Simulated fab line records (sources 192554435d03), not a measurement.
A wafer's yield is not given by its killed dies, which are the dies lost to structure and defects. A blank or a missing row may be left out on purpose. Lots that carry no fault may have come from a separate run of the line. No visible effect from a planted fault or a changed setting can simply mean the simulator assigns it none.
Split-lot trial + flow n5-finfet + on a route of 1938 steps: 7 lots, 21 wafers read

ABOUT THE SPLIT
At N5_BEOL_M6_EXPOSE_25 (exposes mask V5, target cd 40 nm), the setting dose-mj was moved away from the recipe's 45 on 9 of the 21 wafers read, by -7.1% to +7.5%. All remaining wafers had this setting at the recipe value.

FROM THE SPLIT TO THE READING: what the file shows between them, 2 steps
- N5_BEOL_M6_PEB_26: peb time 60 s
- N5_BEOL_M6_DEVELOP_27: develop time 30 s

THE READING
cd-nm (nm) at N5_BEOL_M6_CD_MEAS_28, where the cd target is 40 nm. A value of 39.98 nm with a standard deviation of 0.21 nm is what fault-free wafers of this fab line usually give.

| wafer  | tool, chamber at the split | dose-mj as run | against the recipe | cd-nm, nm | against lot-mates on the recipe |
|--------|----------------------------|----------------|--------------------|-----------|---------------------------------|
| L076.1 | euv-scanner-01, 0          | 45             | recipe             | 39.88     | -                               |
| L076.3 | euv-scanner-01, 0          | 45             | recipe             | 39.58     | -                               |
| L076.6 | euv-scanner-01, 0          | 48.37          | +7.5%              | 41.93     | +2.20                           |
| L078.2 | euv-scanner-01, 0          | 45             | recipe             | 40.20     | -                               |
| L078.3 | euv-scanner-01, 0          | 45             | recipe             | 39.81     | -                               |
| L078.6 | euv-scanner-01, 0          | 45             | recipe             | 40.40     | -                               |
| L080.1 | euv-scanner-01, 0          | 42.23          | -6.2%              | 38.35     | -1.97                           |
| L080.5 | euv-scanner-01, 0          | 42.23          | -6.2%              | 38.27     | -2.05                           |
| L080.6 | euv-scanner-01, 0          | 45             | recipe             | 40.32     | -                               |
| L086.1 | euv-scanner-02, 0          | 46.76          | +3.9%              | 40.97     | +1.16                           |
| L086.4 | euv-scanner-02, 0          | 45             | recipe             | 39.74     | -                               |
| L086.6 | euv-scanner-02, 0          | 45             | recipe             | 39.88     | -                               |
| L085.1 | euv-scanner-02, 0          | 45             | recipe             | 39.78     | -                               |
| L085.2 | euv-scanner-02, 0          | 41.79          | -7.1%              | 38.05     | -1.73                           |
| L085.4 | euv-scanner-02, 0          | 41.79          | -7.1%              | 38.42     | -1.36                           |
| L093.2 | euv-scanner-01, 0          | 45             | recipe             | 40.55     | -                               |
| L093.5 | euv-scanner-01, 0          | 42.64          | -5.2%              | 38.79     | -1.76                           |
| L093.6 | euv-scanner-01, 0          | 42.64          | -5.2%              | 38.50     | -2.05                           |
| L094.1 | euv-scanner-02, 0          | 45             | recipe             | 40.41     | -                               |
| L094.4 | euv-scanner-02, 0          | 45             | recipe             | 40.18     | -                               |
| L094.6 | euv-scanner-02, 0          | 43.46          | -3.4%              | 39.49     | -0.80                           |

THE FIT
A straight line over all 21 wafers: cd-nm changes by +0.259 nm for each +1% of dose-mj; r = +0.96; the points scatter about the line by 0.27 nm.
The same after taking each lot's own level away (the mean of its wafers on the recipe; 21 wafers): +0.287 nm for each +1%; r = +0.97; scatter 0.27 nm.
On that fit, the largest move of dose-mj shifts the reading by 2.1 nm.
Measured against the standard deviation above, the lots' own levels, which go from 39.730 to 40.550 nm, span 3.9 times it.
Consequently the slope shifts little with the lot-to-lot level, the two slopes agreeing.
Check: for one of the wafers moved furthest among these (+7.5%), held out of the fit, the line's prediction against its lot-mates is +2.12 nm. It came out at +2.2 nm against them.

OTHER SPLITS APPLIED TO THESE WAFERS
Other splits were also applied to these wafers ahead of the reading. Each is held against what the fit with the lots' levels taken away leaves over:
| other split on the same wafers   | wafers away from the commonest value | r with cd-nm (lot level and that fit taken away) |
|----------------------------------|--------------------------------------|--------------------------------------------------|
| N5_BEOL_M4_TRENCH_ETCH_37 bias-w | 4                                    | +0.23                                            |
| N5_BEOL_M5_COAT_22 spin-rpm      | 9                                    | +0.12                                            |
| N5_BEOL_M5_DEP_56 time-s         | 5                                    | -0.10                                            |

THE WHOLE CHAIN: every reading that the file lists as answering this split, in the file's order
| step                  | what it does                                                        | reading                                                        | change (the file's fit)               | r (the file's) |
|-----------------------|---------------------------------------------------------------------|----------------------------------------------------------------|---------------------------------------|----------------|
| N5_BEOL_M6_CD_MEAS_28 | target cd 40 nm                                                     | cd-nm                                                          | +0.287 nm for each +1% of the setting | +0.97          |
| N5_BEOL_M6_DESCUM_33  | chemistry O2, time 7 s                                              | BEOL_M6.cd-nm (the simulator's own value, which no gauge read) | +0.24 nm for each +1% of the setting  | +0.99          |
| N5_BEOL_M6_ETCH_65    | etches SiARC in CF4, target depth 15.6 nm, time 26 s                | BEOL_M6.cd-nm (the simulator's own value, which no gauge read) | +0.256 nm for each +1% of the setting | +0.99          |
| N5_BEOL_M6_ETCH_66    | etches SOC in N2/H2, target depth 80 nm, overetch 16 nm, time 120 s | BEOL_M6.cd-nm (the simulator's own value, which no gauge read) | +0.252 nm for each +1% of the setting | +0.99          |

FILE'S OWN FIT
cd-nm changes by +0.287 nm for each +1% of dose-mj, r = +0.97.
